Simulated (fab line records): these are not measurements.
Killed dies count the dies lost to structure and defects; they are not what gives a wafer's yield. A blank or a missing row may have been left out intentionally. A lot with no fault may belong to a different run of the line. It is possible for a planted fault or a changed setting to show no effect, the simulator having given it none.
Chamber matching / flow n5 finfet / 4 sister chambers for N5_BEOL_M14_DESCUM_33 on rie diel-04
The step chemistry O2, time 7.9 s. 14 wafers are shown with their chamber, then 7 later ones without.

== WAFERS PAIRED WITH THEIR CHAMBERS ==
wafer=L080.3; chamber=2; showerhead plenum p Torr (Torr)=2.22; throttle valve pct (%)=20.16; oes product au (a.u.)=0.94
wafer=L080.4; chamber=1; showerhead plenum p Torr (Torr)=2.05; throttle valve pct (%)=20.17; oes product au (a.u.)=0.91
wafer=L080.5; chamber=2; showerhead plenum p Torr (Torr)=2.22; throttle valve pct (%)=20.17; oes product au (a.u.)=0.94
wafer=L083.2; chamber=0; showerhead plenum p Torr (Torr)=2.23; throttle valve pct (%)=20.48; oes product au (a.u.)=0.87
wafer=L083.5; chamber=1; showerhead plenum p Torr (Torr)=2.05; throttle valve pct (%)=20.19; oes product au (a.u.)=0.92
wafer=L083.6; chamber=0; showerhead plenum p Torr (Torr)=2.23; throttle valve pct (%)=20.49; oes product au (a.u.)=0.87
wafer=L084.1; chamber=1; showerhead plenum p Torr (Torr)=2.05; throttle valve pct (%)=20.17; oes product au (a.u.)=0.89
wafer=L084.3; chamber=3; showerhead plenum p Torr (Torr)=2.12; throttle valve pct (%)=20.54; oes product au (a.u.)=0.83
wafer=L084.4; chamber=0; showerhead plenum p Torr (Torr)=2.22; throttle valve pct (%)=20.51; oes product au (a.u.)=0.85
wafer=L085.1; chamber=2; showerhead plenum p Torr (Torr)=2.22; throttle valve pct (%)=20.19; oes product au (a.u.)=0.91
wafer=L085.4; chamber=1; showerhead plenum p Torr (Torr)=2.05; throttle valve pct (%)=20.18; oes product au (a.u.)=0.88
wafer=L085.6; chamber=0; showerhead plenum p Torr (Torr)=2.22; throttle valve pct (%)=20.51; oes product au (a.u.)=0.85
wafer=L092.2; chamber=2; showerhead plenum p Torr (Torr)=2.21; throttle valve pct (%)=20.19; oes product au (a.u.)=0.90
wafer=L092.3; chamber=1; showerhead plenum p Torr (Torr)=2.05; throttle valve pct (%)=20.20; oes product au (a.u.)=0.87

SIGNATURES (averages over the wafers above)
reading=showerhead plenum p Torr; chamber 0=2.2250; chamber 1=2.0500; chamber 2=2.2175; chamber 3=2.1200; scatter within a chamber=0.00418
reading=throttle valve pct; chamber 0=20.4975; chamber 1=20.1820; chamber 2=20.1775; chamber 3=20.5400; scatter within a chamber=0.0142
reading=oes product au; chamber 0=0.8600; chamber 1=0.8940; chamber 2=0.9225; chamber 3=0.8300; scatter within a chamber=0.0184
Rule: a wafer lies at a distance from a chamber equal to the root of the sum of squares, over the readings, of (its reading less the chamber's mean, divided by the reading's scatter). If the next closest chamber is less than 2 further off than the closest, the wafer can't be placed; otherwise it belongs to the closest. The scatter is the square root of a quotient: the sum, over the shown wafers, of each reading's squared deviation from its chamber's mean, divided by wafers minus chambers.

== WAFERS WHOSE CHAMBER IS MISSING ==
wafer=L092.4; showerhead plenum p Torr (Torr)=2.11; throttle valve pct (%)=20.55; oes product au (a.u.)=0.82
wafer=L095.1; showerhead plenum p Torr (Torr)=2.22; throttle valve pct (%)=20.53; oes product au (a.u.)=0.82
wafer=L095.3; showerhead plenum p Torr (Torr)=2.21; throttle valve pct (%)=20.22; oes product au (a.u.)=0.88
wafer=L095.4; showerhead plenum p Torr (Torr)=2.11; throttle valve pct (%)=20.56; oes product au (a.u.)=0.80
wafer=L096.1; showerhead plenum p Torr (Torr)=2.11; throttle valve pct (%)=20.58; oes product au (a.u.)=0.79
wafer=L096.3; showerhead plenum p Torr (Torr)=2.21; throttle valve pct (%)=20.53; oes product au (a.u.)=0.81
wafer=L096.5; showerhead plenum p Torr (Torr)=2.21; throttle valve pct (%)=20.24; oes product au (a.u.)=0.87

== CHAMBER TAKEN BY EACH ==
wafer=L092.4; from the rows above=3; in truth=3
wafer=L095.1; from the rows above=0; in truth=0
wafer=L095.3; from the rows above=2; in truth=2
wafer=L095.4; from the rows above=3; in truth=3
wafer=L096.1; from the rows above=3; in truth=3
wafer=L096.3; from the rows above=0; in truth=0
wafer=L096.5; from the rows above=2; in truth=2
Correctly placed: 7 of 7. Left unplaced by these rows: 0. Number placed wrongly: 0.
